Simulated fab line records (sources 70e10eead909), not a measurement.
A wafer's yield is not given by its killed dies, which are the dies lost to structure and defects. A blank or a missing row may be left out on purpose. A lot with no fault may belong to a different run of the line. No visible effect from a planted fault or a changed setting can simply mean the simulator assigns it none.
What tool caused it? | flow nandHarc | Sampling: 6 lots, 18 wafers, 5 of 1302 route steps

## WHAT THE GAUGES SHOWED, per wafer
NHARC_END_SORT_01.
lot  | measured     | on        | killedAtArray
L290 | day 26 01:48 | prober-01 | 89 55 77
L295 | day 27 13:37 | prober-02 | 58 53 51
L297 | day 27 23:32 | prober-01 | 61 62 48
L307 | day 32 18:28 | prober-01 | 51 48 50

## WHAT TOOL EACH LOT RAN ON (gives the tool, then ch and the chambers of the sampled wafers, and finally the start)
lot  | NHARC_A_WL_FILL_ALD_19             | NHARC_A_CONTACT_SOFTBAKE_37      | NHARC_A_CONTACT_ETCH_49                      | NHARC_A_CONTACT_ETCH_111
L290 | aldMetal-04 ch 0,1,3, day 21 06:26 | lithoTrack-01 ch 0, day 21 12:00 | rieDiel-07 ch 0,2,3, day 21 15:04 or earlier | harCapEtch-03 ch 0,1, day 21 15:04
L295 | aldMetal-04 ch 0,1,2, day 24 03:46 | lithoTrack-01 ch 0, day 24 12:00 | rieDiel-01 ch 0,3, day 24 14:45 or earlier   | harCapEtch-03 ch 0,1, day 24 14:45
L297 | aldMetal-04 ch 0,1,2, day 24 14:29 | lithoTrack-06 ch 0, day 24 23:00 | rieDiel-02 ch 0,1, day 25 02:01 or earlier   | harCapEtch-02 ch 0,1, day 25 02:01
L302 | aldMetal-04 ch 1,2,3, day 26 02:59 | lithoTrack-06 ch 0, day 26 10:00 | rieDiel-02 ch 0,1,2, day 26 13:10 or earlier | harCapEtch-03 ch 0,1, day 26 13:10
L304 | aldMetal-01 ch 0,1,3, day 27 10:56 | lithoTrack-06 ch 0, day 27 17:00 | rieDiel-07 ch 0,1,3, day 27 19:57 or earlier | harCapEtch-03 ch 0,1, day 27 19:57
L307 | aldMetal-04 ch 0,1,2, day 29 04:27 | lithoTrack-04 ch 0, day 29 11:00 | rieDiel-01 ch 0,1, day 29 14:17 or earlier   | harCapEtch-02 ch 0,1, day 29 14:17
- NHARC_A_WL_FILL_ALD_19: deposits TiN, target thk 2 nm, pulse time 3 s, ald cycles 100.
- NHARC_A_CONTACT_SOFTBAKE_37: time 55 s.
- NHARC_A_CONTACT_ETCH_49: etches the open film in N2/H2, target depth 260 nm, time 475.3 s.
- NHARC_A_CONTACT_ETCH_111: etches the open film in C4F8/O2/Ar, time 140 s, target depth 700 nm.

## THE ANSWER, worked out from the rows above alone
Rule: what is usual is taken from the lots themselves. Put in order of their means at a reading, lots are off if they are a third of the lots or fewer, leave a main group of 4 or more, and stand apart from it by a gap of 3 or more times the standard deviation of the main group's means; of several such gaps the widest counts. A main group is skipped when, at the precision printed for the reading in the tables above, its means are all equal. A lot without any number at a reading at which 4 lots or more have one is off too. The other lots that the step has rows for count as sound.
No lot is off at any reading shown: from this, nothing can be told.

## WHAT THE SIMULATOR HAD INSERTED
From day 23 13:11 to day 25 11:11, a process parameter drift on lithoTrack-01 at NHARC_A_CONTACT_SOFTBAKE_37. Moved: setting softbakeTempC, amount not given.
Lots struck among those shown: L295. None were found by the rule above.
